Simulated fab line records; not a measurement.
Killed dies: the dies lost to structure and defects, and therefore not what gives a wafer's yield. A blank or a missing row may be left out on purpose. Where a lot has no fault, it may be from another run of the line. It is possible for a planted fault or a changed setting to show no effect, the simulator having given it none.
Matching of chambers | flow n5_finfet | 3 sister chambers for N5_BEOL_M10_CURE_71 on uv_cure-01
The step cures SiCOH lowk, time 240 s. 18 wafers are shown with their chamber, then 9 later ones without.

WAFERS, EACH WITH ITS CHAMBER
wafer  | chamber | wafer_temp_C_max | lamp_power_pct (%)
L074.1 | 1       | 386.0            | 52.32
L074.4 | 1       | 386.6            | 52.26
L074.6 | 1       | 386.5            | 52.28
L075.2 | 0       | 387.8            | 52.27
L075.3 | 0       | 386.9            | 52.26
L075.6 | 0       | 387.0            | 52.27
L076.1 | 2       | 386.7            | 52.35
L076.3 | 2       | 386.5            | 52.26
L076.6 | 2       | 386.8            | 52.24
L079.1 | 2       | 386.2            | 52.33
L079.5 | 2       | 386.3            | 52.29
L079.6 | 2       | 386.3            | 52.25
L080.1 | 2       | 386.3            | 52.34
L080.3 | 2       | 386.7            | 52.29
L080.5 | 2       | 386.3            | 52.30
L084.3 | 1       | 386.4            | 52.30
L084.4 | 1       | 386.7            | 52.36
L084.6 | 1       | 386.5            | 52.33

SIGNATURES, as means of the wafers listed above
reading          | chamber 0 | chamber 1 | chamber 2 | scatter within a chamber
wafer_temp_C_max | 387.233   | 386.450   | 386.456   | 0.281
lamp_power_pct   | 52.2667   | 52.3083   | 52.2944   | 0.0358
Rule: a wafer lies at a distance from a chamber equal to the root of the sum of squares, over the readings, of (its reading less the chamber's mean, divided by the reading's scatter). The wafer belongs to the nearest chamber; if the next one is less than 2 further off, it can't be placed. The scatter: take each reading less its chamber's mean, square it, sum over the shown wafers, divide by the number of wafers less the number of chambers, and take the root.

WAFERS MISSING THEIR CHAMBER
wafer  | wafer_temp_C_max | lamp_power_pct (%)
L087.2 | 386.2            | 52.34
L087.5 | 385.9            | 52.34
L087.6 | 385.8            | 52.26
L092.1 | 386.5            | 52.32
L092.2 | 386.0            | 52.37
L092.5 | 385.8            | 52.33
L097.2 | 386.1            | 52.28
L097.3 | 386.2            | 52.25
L097.6 | 386.5            | 52.40

WHICH CHAMBER EACH ONE RAN IN
wafer  | from the rows above          | in truth
L087.2 | can't be placed: 1 or 2      | 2
L087.5 | can't be placed: 1 or 2      | 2
L087.6 | can't be placed: 2 or 1      | 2
L092.1 | can't be placed: 1 or 2      | 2
L092.2 | can't be placed: 1 or 2      | 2
L092.5 | can't be placed: 1 or 2      | 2
L097.2 | can't be placed: 2 or 1      | 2
L097.3 | can't be placed: 2 or 1      | 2
L097.6 | can't be placed: 1 or 2 or 0 | 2
0 of 9 placed correctly. Cannot be placed on the basis of these rows: 9; the candidates contain the true chamber in 9. 0 placed wrongly.
